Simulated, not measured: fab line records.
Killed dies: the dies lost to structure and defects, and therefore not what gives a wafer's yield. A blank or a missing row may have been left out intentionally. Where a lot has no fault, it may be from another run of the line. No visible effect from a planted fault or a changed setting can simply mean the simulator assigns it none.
A lot that was struck, set against a sound lot / flow nandHarc / 14 out of 1302 route steps
Sound: these wafers, L960.2, L960.5, L960.6. The struck wafers were L947.2, L947.5. The cause comes at the end.
For every step that has rows: the tool of each side, followed by ch and its chambers, followed by its first start. Under that, the readings that differ: sound wafers / struck wafers / difference of the means / sigmas: that difference in standard deviations of wafers without a fault.
alike: same words and numbers on both sides, and readings whose means sit less than 2 such deviations apart. not compared: any withheld reading, any reading some wafer has no value for, any bound like >300 that may hide the same value, and any number with overlapping values for which the record gives no deviation.
The two part at a step that has a row with sigmas, a row that says differs or no value, or rows on one side only. Numbers that have no deviation but don't overlap get no sigmas and don't part them. A reading missing from all wafers of one side parts the sides only when that side holds two or more wafers.

NHARC_A_SLIT_ETCH_26: etches the open film in C4F8/O2/Ar, time 90 s, target depth 400 nm.
  sound on harEtch-02 ch 0,1, day 28 09:05; struck on harEtch-01 ch 0,1, day 23 19:17
  alike: drypumpMotorCurrentA, oesAirLineAu, showerheadPlenumPTorr, throttleValvePct
  not compared: rfHoursCounterH
then, 1 step without rows for these wafers: NHARC_A_SLIT_STRIP_28 (strips in O2/COS).
NHARC_A_SLIT_ETCH_29: etches the open film in CF4/O2, target depth 100 nm, overetch 10 nm, time 55 s.
  sound on rieDiel-12 ch 1,2,3, day 28 09:59; struck on rieDiel-10 ch 0,3, day 23 20:10
  alike: drypumpMotorCurrentA, oesProductAu, rfVppV, showerheadPlenumPTorr, throttleValvePct
  not compared: rfHoursCounterH
NHARC_A_SLIT_STRIP_18: strips in O2.
  sound: rieDiel-12 ch 1,2,3; struck: rieDiel-10 ch 1,2
  alike: drypumpMotorCurrentA, oesProductAu, rfVppV, showerheadPlenumPTorr, throttleValvePct
  not compared: rfHoursCounterH
then, 2 steps without rows for these wafers: NHARC_A_SLIT_PRECLEAN_19 (cleans in SC1); NHARC_A_SLIT_SRD_20.
NHARC_A_SLIT_CD_MEAS_21:
  struck on cdSem-02, day 23 20:43; sound on cdSem-01, day 28 10:31
reading=cdNm (nm); sound=291.1 289.4 290.7; struck=287.5 287.3; difference=-3.0; sigmas=-3
then, 3 steps without rows for these wafers: NHARC_A_SIN_REMOVE_WET_00 (chemistry H3PO4, time 15300 s); NHARC_A_SIN_REMOVE_PRECLEAN_01 (cleans in SC1); NHARC_A_SIN_REMOVE_SRD_02.
NHARC_A_SIN_REMOVE_INSPECT_04:
  struck on defectInspect-02, day 24 03:23; sound on defectInspect-02, day 28 17:11
  alike: rawDefectCount
NHARC_A_WL_FILL_ALD_00: deposits Al2O3, target thk 3 nm, pulse time 3 s, ald cycles 30.
  sound on aldHk-01 ch 1,2,3, day 28 17:19; struck on aldHk-01 ch 2, day 24 03:28
reading=aldCycles; sound=30 30 30; struck=41 41; difference=+11; sigmas=
  alike: heaterPowerW, precursorPulseHeightRel
NHARC_A_WL_FILL_RTA_01: time 5 s.
  sound on rtpAnneal-01 ch 0, day 28 17:34; struck on rtpAnneal-01 ch 0, day 24 03:44
  alike: lampPowerPct, wafer_temp_C_max
NHARC_END_SORT_01:
  the record has rows for the sound wafers here (prober-02 ch 0, day 32 21:46) and none for the struck ones

WHERE THEY PART
At NHARC_A_SLIT_CD_MEAS_21 first; at NHARC_END_SORT_01 last (within this record only).

WHY: the cause the simulator had injected
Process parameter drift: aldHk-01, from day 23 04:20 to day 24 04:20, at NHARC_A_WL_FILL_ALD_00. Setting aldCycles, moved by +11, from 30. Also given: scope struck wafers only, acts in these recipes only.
